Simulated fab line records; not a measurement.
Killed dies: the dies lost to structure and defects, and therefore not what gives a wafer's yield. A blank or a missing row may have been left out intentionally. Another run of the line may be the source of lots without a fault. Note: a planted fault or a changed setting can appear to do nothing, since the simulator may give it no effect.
A lot that was struck, set against a sound lot / flow n5_finfet / 19 out of 1938 route steps
Sound: wafers L973.1, L973.3, L973.4. Wafers L978.1, L978.2, L978.5 were the ones struck. Last of all comes the cause.
Per side, at each step with rows, come the tool, then ch with its chambers, and then its first start. Under that, the readings that differ: sound wafers / struck wafers / difference of the means / sigmas: that difference in standard deviations of wafers without a fault.
alike: words and numbers the same on both sides, and readings whose means are apart by under 2 such deviations; not compared: readings that were withheld, readings missing a value for some wafer, numbers with overlapping values and no deviation given by the record, and bounds like >300 which may hide the same value.
A row with sigmas, a row that says differs or no value, or rows on one side alone: a step with any of these is where the two part. Non-overlapping numbers with no deviation appear without sigmas and do not part them. A reading that every wafer of one side lacks parts them only if that side has two wafers or more.

N5_BEOL_M12_ETCH_59: etches BARC in N2/H2, target depth 89 nm, overetch 26.7 nm, time 67.9 s.
  sound on rie_diel-05 ch 2,3, day 11 23:49; struck on rie_diel-04 ch 0,1,2, day 12 14:15
  alike: drypump_motor_current_A, h2_flow_sccm, oes_product_au, rf_vpp_V, showerhead_plenum_p_Torr, throttle_valve_pct
  not compared: rf_hours_counter_h
N5_BEOL_M12_VIA_ETCH_16: etches SiOC in C4F8/O2/Ar, target depth 724.8 nm.
  sound on rie_diel-05 ch 2,3, day 11 23:52; struck on rie_diel-04 ch 0,1,2, day 12 14:19
  alike: drypump_motor_current_A, oes_product_au, rf_vpp_V, showerhead_plenum_p_Torr, throttle_valve_pct
N5_BEOL_M12_STRIP_63: strips in N2/H2.
  sound on plasma_asher-01 ch 0,1, day 12 00:04; struck on plasma_asher-01 ch 0,1, day 12 14:31
  alike: drypump_motor_current_A, h2_flow_sccm, heater_power_w, oes_product_au, strip_time_to_endpoint_s
  not compared: rf_hours_counter_h
N5_BEOL_M12_STRIP_64: strips in N2/H2.
  sound on plasma_asher-01 ch 0,1, day 12 00:08; struck on plasma_asher-01 ch 0,1, day 12 14:34
  alike: drypump_motor_current_A, h2_flow_sccm, heater_power_w, oes_product_au, strip_time_to_endpoint_s
  not compared: rf_hours_counter_h
then, 2 steps without rows for these wafers: N5_BEOL_M12_STRIP_71 (strips in post etch residue remover, time 60 s); N5_BEOL_M12_SRD_72 (time 30 s, dry time 30 s).
N5_BEOL_M12_CD_MEAS_17: target cd 140 nm.
  sound: cd_sem-01 at day 12 00:17; struck: cd_sem-03 at day 12 14:43
  alike: cd_nm
then, 5 steps without rows for these wafers: N5_BEOL_M12_COAT_65 (time 60 s, resist thk 300 nm); N5_BEOL_M12_COAT_66 (time 60 s, resist thk 110 nm); N5_BEOL_M12_COAT_22 (resist thk 300 nm); N5_BEOL_M12_EBR_24; N5_BEOL_M12_SOFTBAKE_23 (time 60 s).
N5_BEOL_M12_EXPOSE_25: exposes mask M12.
  sound on krf_scanner-02 ch 0, day 12 00:34; struck on krf_scanner-01 ch 0, day 12 14:52
reading=model.BEOL_M12.overlay_x_nm (nm); sound=-1 -1 -1; struck=48.2 48.2 48.2; difference=+49.2; sigmas=
  alike: mask, exposure_dose_mJ_cm2
then, 3 steps without rows for these wafers: N5_BEOL_M12_PEB_26 (peb time 90 s); N5_BEOL_M12_DEVELOP_27 (develop time 45 s); N5_BEOL_M12_HARDBAKE_32 (time 120 s).
N5_BEOL_M12_CD_MEAS_28: target cd 160.2 nm.
  sound on cd_sem-02 ch 0, day 12 00:44; struck on cd_sem-02 ch 0, day 12 15:02
reading=cd_nm (nm); sound=159.2 162.8 162.8; struck=157.5 156.5 157.0; difference=-4.6; sigmas=-3
N5_BEOL_M12_OVL_MEAS_29:
  sound on overlay-01 ch 0, day 12 00:46; struck on overlay-02 ch 0, day 12 15:04
reading=M12_OVL (nm); sound=-3 4 -9; struck=48 41 44; difference=+47; sigmas=+10
N5_BEOL_M12_INSPECT_30: inspects for defects (macro).
  sound: defect_inspect-01 at day 12 00:47; struck: defect_inspect-01 at day 12 15:06
  alike: raw_defect_count

WHERE THEY PART
Earliest at N5_BEOL_M12_CD_MEAS_28; latest, in this record, at N5_BEOL_M12_OVL_MEAS_29. Later steps at which nothing parts them and some readings are alike: N5_BEOL_M12_INSPECT_30.

WHY: what had been put in by the simulator
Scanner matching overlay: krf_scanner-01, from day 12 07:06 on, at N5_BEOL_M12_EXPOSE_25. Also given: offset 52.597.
